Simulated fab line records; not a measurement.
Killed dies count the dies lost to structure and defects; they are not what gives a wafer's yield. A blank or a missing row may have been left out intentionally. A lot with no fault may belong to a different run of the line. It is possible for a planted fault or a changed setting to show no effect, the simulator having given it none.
Comparing a struck lot with a sound one / flow nandHarc / 27 out of 1302 route steps
Sound: these wafers, L633.1, L633.3, L633.5. The struck wafers were L632.1, L632.3, L632.6. The cause comes at the end.
Order at every step that has rows: each side's tool, ch and its chambers, its first start. Under that, the readings that differ: sound wafers / struck wafers / difference of the means / sigmas: that difference in standard deviations of wafers without a fault.
alike: same words and numbers on both sides, and readings whose means sit less than 2 such deviations apart. not compared: any withheld reading, any reading some wafer has no value for, any bound like >300 that may hide the same value, and any number with overlapping values for which the record gives no deviation.
Wherever a step has rows on one side only, a row that says differs or no value, or a row with sigmas, the two part there. Numbers that don't overlap but have no deviation are shown without sigmas and don't part them. Lack of a reading on every wafer of one side parts them only where that side has two or more wafers.

first, 11 steps without rows for these wafers: NHARC_A_DECK1_JOINT_ETCHBACK_00 (etches the open film in HBr, target depth 30 nm, time 17.4 s); NHARC_A_DECK1_JOINT_PRECLEAN_30 (cleans in SC1); NHARC_A_DECK1_JOINT_SRD_31; NHARC_A_DECK1_JOINT_CVD_34 (deposits SiNx, target thk 20 nm); NHARC_A_DECK1_JOINT_DEP_06 (deposits SiOx, target thk 80 nm); NHARC_A_DECK1_JOINT_CURE_26 (time 32 s); NHARC_A_DECK1_JOINT_ANNEAL_27 (time 3600 s); NHARC_A_DECK1_JOINT_ANNEAL_28 (time 1800 s); NHARC_A_DECK1_JOINT_ANNEAL_29 (time 1800 s); NHARC_A_DECK1_JOINT_CMP_02 (polishes SiOx); NHARC_A_DECK1_JOINT_SRD_15.
NHARC_A_DECK1_JOINT_DEP_16: deposits SiO2, target thk 45 nm.
  sound on pecvd-02 ch 1,2, day 14 04:49; struck on pecvd-04 ch 1,2, day 13 11:49
  alike: heaterPowerW, throttleValvePct
then, 14 steps without rows for these wafers: NHARC_A_ONON_D2_DEP_00 (target thk 1000 nm); NHARC_A_ONON_D2_DEP_03 (target thk 1000 nm); NHARC_A_ONON_D2_DEP_06 (target thk 1000 nm); NHARC_A_ONON_D2_DEP_09 (target thk 1000 nm); NHARC_A_ONON_D2_DEP_12 (target thk 1000 nm); NHARC_A_ONON_D2_ANNEAL_15 (time 3600 s); NHARC_A_ONON_D2_DEP_16 (target thk 1000 nm); NHARC_A_ONON_D2_DEP_19 (target thk 1000 nm); NHARC_A_ONON_D2_DEP_22 (target thk 1000 nm); NHARC_A_ONON_D2_DEP_25 (target thk 1000 nm); NHARC_A_ONON_D2_DEP_28 (target thk 1000 nm); NHARC_A_ONON_D2_DEP_33 (deposits SiO2, target thk 200 nm); NHARC_A_CHANNEL_HOLE_D2_DEP_00 (deposits aC, target thk 3100 nm); NHARC_A_CHANNEL_HOLE_D2_DEP_01 (deposits SiON, target thk 140 nm).
-- record jumps: 3 days separate the struck wafers' starts on either side; left off in module A_CHANNEL_HOLE_D2, taken up again in module A_CHANNEL_FILL_D2, whose first shown step is the route's number 637 --
NHARC_A_CHANNEL_FILL_D2_RTA_24: time 5 s.
  sound on rtpAnneal-02 ch 0, day 17 07:56; struck on rtpAnneal-01 ch 0, day 16 11:58
reading=wafer_temp_C_max; sound=1005.5 1004.0 1004.2; struck=1023.3 1021.9 1022.6; difference=+18.0; sigmas=+10
  alike: lampPowerPct

WHERE THEY PART
At NHARC_A_CHANNEL_FILL_D2_RTA_24 and nowhere else, as far as this record goes.

WHY: the cause the simulator had injected
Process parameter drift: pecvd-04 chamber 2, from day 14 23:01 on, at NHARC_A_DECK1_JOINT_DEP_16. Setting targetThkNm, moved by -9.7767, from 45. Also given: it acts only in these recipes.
Process parameter drift: rtpAnneal-01, from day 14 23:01 on, at NHARC_A_CHANNEL_FILL_D2_RTA_24. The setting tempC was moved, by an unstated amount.
